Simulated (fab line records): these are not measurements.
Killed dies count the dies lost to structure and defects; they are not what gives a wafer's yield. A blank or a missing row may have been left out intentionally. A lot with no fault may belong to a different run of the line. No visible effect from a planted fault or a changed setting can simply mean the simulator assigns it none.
Split-lot trial / flow n5-finfet / 21 wafers read across 7 lots, on a route 1938 steps long

== THE SPLIT ==
At N5_BEOL_M0_SAQP_PECVD_96 (deposits a-Si from SiH4/He, target thk 45 nm, time 45.2 s), the setting time-s was moved away from the recipe's 45.2 s on 7 of the 21 wafers read, by -8.7% to +11.7%. This setting was run at the recipe's value on the other wafers.

Reading taken at the split's own step.

== THE READING ==
a-Si_of_BEOL_M0_SAQP_PECVD_96.thk-nm (the simulator's own value, which no gauge read), in nm, at N5_BEOL_M0_SAQP_PECVD_96 (deposits a-Si from SiH4/He, target thk 45 nm, time 45.2 s). No usual value for it is given in the file. The 14 wafers here that ran the recipe average 44.8 nm, standard deviation 0.42 nm.

wafer=L081.1; tool, chamber at the split=pecvd-01, 0; time-s as run, s=45.2; against the recipe=recipe; a-Si_of_BEOL_M0_SAQP_PECVD_96.thk-nm, nm=44.4; against lot-mates on the recipe=-
wafer=L081.2; tool, chamber at the split=pecvd-01, 1; time-s as run, s=45.2; against the recipe=recipe; a-Si_of_BEOL_M0_SAQP_PECVD_96.thk-nm, nm=45; against lot-mates on the recipe=-
wafer=L081.3; tool, chamber at the split=pecvd-01, 2; time-s as run, s=45.2; against the recipe=recipe; a-Si_of_BEOL_M0_SAQP_PECVD_96.thk-nm, nm=44.6; against lot-mates on the recipe=-
wafer=L082.2; tool, chamber at the split=pecvd-04, 0; time-s as run, s=45.2; against the recipe=recipe; a-Si_of_BEOL_M0_SAQP_PECVD_96.thk-nm, nm=44.2; against lot-mates on the recipe=-
wafer=L082.4; tool, chamber at the split=pecvd-04, 1; time-s as run, s=45.2; against the recipe=recipe; a-Si_of_BEOL_M0_SAQP_PECVD_96.thk-nm, nm=45.4; against lot-mates on the recipe=-
wafer=L082.6; tool, chamber at the split=pecvd-04, 2; time-s as run, s=45.2; against the recipe=recipe; a-Si_of_BEOL_M0_SAQP_PECVD_96.thk-nm, nm=45.2; against lot-mates on the recipe=-
wafer=L084.2; tool, chamber at the split=pecvd-02, 2; time-s as run, s=45.2; against the recipe=recipe; a-Si_of_BEOL_M0_SAQP_PECVD_96.thk-nm, nm=44.8; against lot-mates on the recipe=-
wafer=L084.3; tool, chamber at the split=pecvd-02, 1; time-s as run, s=47.31; against the recipe=+4.7%; a-Si_of_BEOL_M0_SAQP_PECVD_96.thk-nm, nm=47.2; against lot-mates on the recipe=+2.1
wafer=L084.6; tool, chamber at the split=pecvd-02, 0; time-s as run, s=45.2; against the recipe=recipe; a-Si_of_BEOL_M0_SAQP_PECVD_96.thk-nm, nm=45.4; against lot-mates on the recipe=-
wafer=L087.1; tool, chamber at the split=pecvd-01, 2; time-s as run, s=49.46; against the recipe=+9.4%; a-Si_of_BEOL_M0_SAQP_PECVD_96.thk-nm, nm=49.4; against lot-mates on the recipe=+5.2
wafer=L087.2; tool, chamber at the split=pecvd-01, 0; time-s as run, s=49.46; against the recipe=+9.4%; a-Si_of_BEOL_M0_SAQP_PECVD_96.thk-nm, nm=49; against lot-mates on the recipe=+4.8
wafer=L087.3; tool, chamber at the split=pecvd-01, 1; time-s as run, s=45.2; against the recipe=recipe; a-Si_of_BEOL_M0_SAQP_PECVD_96.thk-nm, nm=44.2; against lot-mates on the recipe=-
wafer=L090.2; tool, chamber at the split=pecvd-04, 1; time-s as run, s=45.2; against the recipe=recipe; a-Si_of_BEOL_M0_SAQP_PECVD_96.thk-nm, nm=44.4; against lot-mates on the recipe=-
wafer=L090.3; tool, chamber at the split=pecvd-04, 0; time-s as run, s=45.2; against the recipe=recipe; a-Si_of_BEOL_M0_SAQP_PECVD_96.thk-nm, nm=44.8; against lot-mates on the recipe=-
wafer=L090.5; tool, chamber at the split=pecvd-04, 0; time-s as run, s=45.2; against the recipe=recipe; a-Si_of_BEOL_M0_SAQP_PECVD_96.thk-nm, nm=44.8; against lot-mates on the recipe=-
wafer=L091.2; tool, chamber at the split=pecvd-01, 1; time-s as run, s=41.26; against the recipe=-8.7%; a-Si_of_BEOL_M0_SAQP_PECVD_96.thk-nm, nm=40.6; against lot-mates on the recipe=-4.6
wafer=L091.3; tool, chamber at the split=pecvd-01, 2; time-s as run, s=41.26; against the recipe=-8.7%; a-Si_of_BEOL_M0_SAQP_PECVD_96.thk-nm, nm=41.2; against lot-mates on the recipe=-4.0
wafer=L091.6; tool, chamber at the split=pecvd-01, 1; time-s as run, s=45.2; against the recipe=recipe; a-Si_of_BEOL_M0_SAQP_PECVD_96.thk-nm, nm=45.2; against lot-mates on the recipe=-
wafer=L092.2; tool, chamber at the split=pecvd-02, 2; time-s as run, s=45.2; against the recipe=recipe; a-Si_of_BEOL_M0_SAQP_PECVD_96.thk-nm, nm=45.4; against lot-mates on the recipe=-
wafer=L092.4; tool, chamber at the split=pecvd-02, 0; time-s as run, s=50.49; against the recipe=+11.7%; a-Si_of_BEOL_M0_SAQP_PECVD_96.thk-nm, nm=51.2; against lot-mates on the recipe=+5.8
wafer=L092.6; tool, chamber at the split=pecvd-02, 2; time-s as run, s=50.49; against the recipe=+11.7%; a-Si_of_BEOL_M0_SAQP_PECVD_96.thk-nm, nm=51.6; against lot-mates on the recipe=+6.2

FIT RESULTS
A straight line over all 21 wafers: a-Si_of_BEOL_M0_SAQP_PECVD_96.thk-nm changes by +0.501 nm for each +1% of time-s; r = +0.99; the points scatter about the line by 0.48 nm.
The same after taking each lot's own level away (the mean of its wafers on the recipe; 21 wafers): +0.51 nm for each +1%; r = +0.99; scatter 0.31 nm.
That fit puts the effect of the largest move of time-s on the reading at 6 nm.
Measured against the standard deviation above, the lots' own levels, which go from 44.20 to 45.40 nm, span 2.8 times it.
The two slopes agree, so the slope changes little with the lot-to-lot level.
Check: with one of the wafers moved furthest among these (+11.7%) left out of the fit, the line predicts +6.04 nm for it against its lot-mates. It came out at +5.8 nm against them.

== THE OTHER SPLITS THESE WAFERS WENT THROUGH ==
Before the reading, these wafers also passed through other splits. Each is held against what the fit with the lots' levels taken away leaves over:
other split on the same wafers=N5_DUMMY_GATE_COAT_34 spin-rpm; wafers away from the commonest value=7; r with a-Si_of_BEOL_M0_SAQP_PECVD_96.thk-nm (lot level and that fit taken away)=+0.07
other split on the same wafers=N5_SD_EPI_P_ETCH_16 target-depth-a; wafers away from the commonest value=8; r with a-Si_of_BEOL_M0_SAQP_PECVD_96.thk-nm (lot level and that fit taken away)=+0.10
other split on the same wafers=N5_SD_EPI_P_EPI_21 temp-c; wafers away from the commonest value=4; r with a-Si_of_BEOL_M0_SAQP_PECVD_96.thk-nm (lot level and that fit taken away)=-0.03
other split on the same wafers=N5_HKMG_FIN_EXPOSE_46 dose-mj; wafers away from the commonest value=7; r with a-Si_of_BEOL_M0_SAQP_PECVD_96.thk-nm (lot level and that fit taken away)=+0.12
other split on the same wafers=N5_GATE_CUT_CUT_ETCH_53 icp-w; wafers away from the commonest value=9; r with a-Si_of_BEOL_M0_SAQP_PECVD_96.thk-nm (lot level and that fit taken away)=+0.16
other split on the same wafers=N5_MOL_CONTACT_COAG_CONTACT_ETCH_14 source-w; wafers away from the commonest value=4; r with a-Si_of_BEOL_M0_SAQP_PECVD_96.thk-nm (lot level and that fit taken away)=+0.09

== THE FILE'S OWN FIT ==
a-Si_of_BEOL_M0_SAQP_PECVD_96.thk-nm changes by +0.509 nm for each +1% of time-s, r = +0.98.
